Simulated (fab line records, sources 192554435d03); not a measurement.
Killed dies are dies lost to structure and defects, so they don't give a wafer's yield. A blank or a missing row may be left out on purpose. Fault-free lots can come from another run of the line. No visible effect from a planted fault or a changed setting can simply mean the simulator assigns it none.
8D (eight disciplines) problem report, filled in by code + flow n5 finfet + the parts of the form that need people (team, actions taken, sign-off) are left out

1. THE ISSUE
At N5_BEOL_M4_ETCH_70, h2 flow sccm averages 220.1 sccm over 6 wafers from 2 lots, while fault-free wafers read 200.0 sccm, standard deviation 0.56. That is +36 standard deviations from the usual mean.
The step: etches SOC in N2/H2, target depth 80 nm, overetch 24 nm, time 130 s.
Earliest sighting: wafer L315.2 on rie diel-06 at day 11 07:22. The record holds 27 wafers of 9 lots with a number at this step. Rule for "out" (also "out of limits"): further than 4 standard deviations from the usual mean. All remaining wafers that have a number are taken as sound.

2. WHAT IT IS, AND WHAT IT ISN'T
| question                    | is                     | is not                                                                          |
|-----------------------------|------------------------|---------------------------------------------------------------------------------|
| which readings at this step | h2 flow sccm           | drypump motor current A, oes product au, rf vpp V                               |
| which lots                  | L315, L318             | L301, L303, L307, L308, L317, L319, L321                                        |
| which wafers of those lots  | all that have a number | -                                                                               |
| read on which tools         | rie diel-06            | rie diel-02, rie diel-04                                                        |
| when                        | from day 11 07:22      | up to then (12 sound wafers); but 9 sound wafers of L317, L319, L321 came after |

3. SUSPECTS, AND WHAT RULES EACH OUT
Counting: any tool at a process step up to the reading is kept as a suspect provided that every lot that is out went through it and no sound lot did after the first of them.
- rie diel-06 at N5_BEOL_M4_ETCH_70 (etches SOC in N2/H2, target depth 80 nm, overetch 24 nm, time 130 s): kept. It processed each lot that is out, first L315 at day 11 07:22, and no sound lot thereafter; up to then, the last sound lot it processed was L308 at day 9 09:11. On those wafers its own readings are out: h2 flow sccm.
After counting, what remains is rie diel-06 at N5_BEOL_M4_ETCH_70.

4. THE CAUSE (what the simulator had put in)
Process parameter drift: rie diel-06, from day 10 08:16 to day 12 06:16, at N5_BEOL_M4_ETCH_70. A move of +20 in setting h2 flow sccm, from 200. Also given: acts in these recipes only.
This tool alone remained once counting was done.

5. THE CHAIN OF EFFECTS, in route order
One row per reading whose mean, taken over the struck wafers that have a number, lies over 3 standard deviations from the usual. Only readings for which the record gives a usual standard deviation are gone through. hours: the time from each lot's start at the first step in this table that gives one to its start at this step, as a median over the lots. sigmas: the change in usual standard deviations.
| hours | step               | reading      | usual      | on struck wafers | change | sigmas |
|-------|--------------------|--------------|------------|------------------|--------|--------|
| 0     | N5_BEOL_M4_ETCH_70 | h2 flow sccm | 200.0 sccm | 220.1            | +20.1  | +36    |
Process steps it contains:
- N5_BEOL_M4_ETCH_70: etches SOC in N2/H2, target depth 80 nm, overetch 24 nm, time 130 s.
Later steps that measure or inspect, where all struck wafers having a row at the step show a number for every such reading and not one has moved that far: N5_BEOL_M4_RC_MEAS_101.

6. HOW IT WOULD HAVE BEEN CAUGHT EARLIER
In this record the first reading out of limits was taken at day 11 07:22, 23 hours after the fault began at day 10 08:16.
